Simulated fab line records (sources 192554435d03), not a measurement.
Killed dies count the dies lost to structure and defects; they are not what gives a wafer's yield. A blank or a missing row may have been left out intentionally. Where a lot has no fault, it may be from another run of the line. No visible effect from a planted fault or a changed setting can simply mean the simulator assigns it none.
Matching of chambers / flow n5 finfet / rie diel-01 running N5_BEOL_M12_DESCUM_33: 4 sister chambers
The step chemistry O2, time 7.9 s. 27 wafers are shown with their chamber, then 12 later ones without.

== WAFERS, EACH WITH ITS CHAMBER ==
wafer=L076.2; chamber=2; showerhead plenum p Torr (Torr)=2.05; drypump motor current A (A)=5.6; throttle valve pct (%)=20.23
wafer=L076.5; chamber=0; showerhead plenum p Torr (Torr)=2.18; drypump motor current A (A)=6.2; throttle valve pct (%)=20.37
wafer=L076.6; chamber=1; showerhead plenum p Torr (Torr)=2.07; drypump motor current A (A)=5.9; throttle valve pct (%)=20.61
wafer=L075.1; chamber=2; showerhead plenum p Torr (Torr)=2.05; drypump motor current A (A)=5.5; throttle valve pct (%)=20.23
wafer=L075.4; chamber=0; showerhead plenum p Torr (Torr)=2.18; drypump motor current A (A)=6.2; throttle valve pct (%)=20.38
wafer=L075.5; chamber=0; showerhead plenum p Torr (Torr)=2.18; drypump motor current A (A)=6.2; throttle valve pct (%)=20.39
wafer=L079.2; chamber=1; showerhead plenum p Torr (Torr)=2.06; drypump motor current A (A)=5.9; throttle valve pct (%)=20.62
wafer=L079.3; chamber=3; showerhead plenum p Torr (Torr)=2.07; drypump motor current A (A)=6.4; throttle valve pct (%)=20.31
wafer=L079.4; chamber=0; showerhead plenum p Torr (Torr)=2.18; drypump motor current A (A)=6.2; throttle valve pct (%)=20.37
wafer=L081.1; chamber=0; showerhead plenum p Torr (Torr)=2.17; drypump motor current A (A)=6.2; throttle valve pct (%)=20.40
wafer=L081.2; chamber=1; showerhead plenum p Torr (Torr)=2.06; drypump motor current A (A)=5.9; throttle valve pct (%)=20.62
wafer=L081.6; chamber=0; showerhead plenum p Torr (Torr)=2.18; drypump motor current A (A)=6.2; throttle valve pct (%)=20.39
wafer=L083.1; chamber=3; showerhead plenum p Torr (Torr)=2.07; drypump motor current A (A)=6.4; throttle valve pct (%)=20.34
wafer=L083.2; chamber=1; showerhead plenum p Torr (Torr)=2.06; drypump motor current A (A)=5.9; throttle valve pct (%)=20.64
wafer=L083.5; chamber=3; showerhead plenum p Torr (Torr)=2.07; drypump motor current A (A)=6.4; throttle valve pct (%)=20.33
wafer=L080.2; chamber=0; showerhead plenum p Torr (Torr)=2.17; drypump motor current A (A)=6.2; throttle valve pct (%)=20.41
wafer=L080.4; chamber=0; showerhead plenum p Torr (Torr)=2.17; drypump motor current A (A)=6.2; throttle valve pct (%)=20.41
wafer=L080.5; chamber=1; showerhead plenum p Torr (Torr)=2.06; drypump motor current A (A)=5.9; throttle valve pct (%)=20.65
wafer=L082.1; chamber=0; showerhead plenum p Torr (Torr)=2.17; drypump motor current A (A)=6.2; throttle valve pct (%)=20.40
wafer=L082.3; chamber=3; showerhead plenum p Torr (Torr)=2.07; drypump motor current A (A)=6.4; throttle valve pct (%)=20.33
wafer=L082.6; chamber=1; showerhead plenum p Torr (Torr)=2.06; drypump motor current A (A)=5.9; throttle valve pct (%)=20.64
wafer=L085.2; chamber=1; showerhead plenum p Torr (Torr)=2.06; drypump motor current A (A)=5.9; throttle valve pct (%)=20.63
wafer=L085.3; chamber=2; showerhead plenum p Torr (Torr)=2.05; drypump motor current A (A)=5.5; throttle valve pct (%)=19.92
wafer=L085.6; chamber=0; showerhead plenum p Torr (Torr)=2.17; drypump motor current A (A)=6.2; throttle valve pct (%)=20.41
wafer=L086.3; chamber=1; showerhead plenum p Torr (Torr)=2.06; drypump motor current A (A)=6.0; throttle valve pct (%)=20.67
wafer=L086.5; chamber=0; showerhead plenum p Torr (Torr)=2.17; drypump motor current A (A)=6.2; throttle valve pct (%)=20.41
wafer=L086.6; chamber=1; showerhead plenum p Torr (Torr)=2.06; drypump motor current A (A)=5.9; throttle valve pct (%)=20.65

SIGNATURES, as means of the wafers listed above
reading=showerhead plenum p Torr; chamber 0=2.1745; chamber 1=2.0611; chamber 2=2.0500; chamber 3=2.0700; scatter within a chamber=0.00397
reading=drypump motor current A; chamber 0=6.200; chamber 1=5.911; chamber 2=5.533; chamber 3=6.400; scatter within a chamber=0.026
reading=throttle valve pct; chamber 0=20.3945; chamber 1=20.6367; chamber 2=20.1267; chamber 3=20.3275; scatter within a chamber=0.0551
Rule: for each reading, subtract the chamber's mean from the wafer's reading, divide by that reading's scatter and square the result; add these up over the readings and take the root, which gives the wafer's distance from the chamber. If the next closest chamber is less than 2 further off than the closest, the wafer can't be placed; otherwise it belongs to the closest. The scatter is the square root of a quotient: the sum, over the shown wafers, of each reading's squared deviation from its chamber's mean, divided by wafers minus chambers.

== WAFERS WITH NO CHAMBER GIVEN ==
wafer=L091.3; showerhead plenum p Torr (Torr)=2.17; drypump motor current A (A)=6.2; throttle valve pct (%)=20.43
wafer=L091.4; showerhead plenum p Torr (Torr)=2.04; drypump motor current A (A)=5.5; throttle valve pct (%)=19.98
wafer=L091.6; showerhead plenum p Torr (Torr)=2.07; drypump motor current A (A)=6.4; throttle valve pct (%)=20.08
wafer=L092.3; showerhead plenum p Torr (Torr)=2.16; drypump motor current A (A)=6.2; throttle valve pct (%)=20.42
wafer=L092.5; showerhead plenum p Torr (Torr)=2.16; drypump motor current A (A)=6.2; throttle valve pct (%)=20.43
wafer=L092.6; showerhead plenum p Torr (Torr)=2.04; drypump motor current A (A)=5.5; throttle valve pct (%)=19.97
wafer=L096.1; showerhead plenum p Torr (Torr)=2.03; drypump motor current A (A)=5.5; throttle valve pct (%)=20.00
wafer=L096.5; showerhead plenum p Torr (Torr)=2.05; drypump motor current A (A)=5.9; throttle valve pct (%)=20.69
wafer=L096.6; showerhead plenum p Torr (Torr)=2.03; drypump motor current A (A)=5.5; throttle valve pct (%)=19.99
wafer=L097.2; showerhead plenum p Torr (Torr)=2.06; drypump motor current A (A)=6.4; throttle valve pct (%)=20.11
wafer=L097.3; showerhead plenum p Torr (Torr)=2.16; drypump motor current A (A)=6.2; throttle valve pct (%)=20.48
wafer=L097.6; showerhead plenum p Torr (Torr)=2.05; drypump motor current A (A)=5.9; throttle valve pct (%)=20.68

== WHICH CHAMBER EACH ONE RAN IN ==
wafer=L091.3; from the rows above=0; in truth=0
wafer=L091.4; from the rows above=2; in truth=2
wafer=L091.6; from the rows above=3; in truth=3
wafer=L092.3; from the rows above=0; in truth=0
wafer=L092.5; from the rows above=0; in truth=0
wafer=L092.6; from the rows above=2; in truth=2
wafer=L096.1; from the rows above=2; in truth=2
wafer=L096.5; from the rows above=1; in truth=1
wafer=L096.6; from the rows above=2; in truth=2
wafer=L097.2; from the rows above=3; in truth=3
wafer=L097.3; from the rows above=0; in truth=0
wafer=L097.6; from the rows above=1; in truth=1
Correctly placed: 12 of 12. Number that these rows cannot place: 0. Wrongly placed: 0.
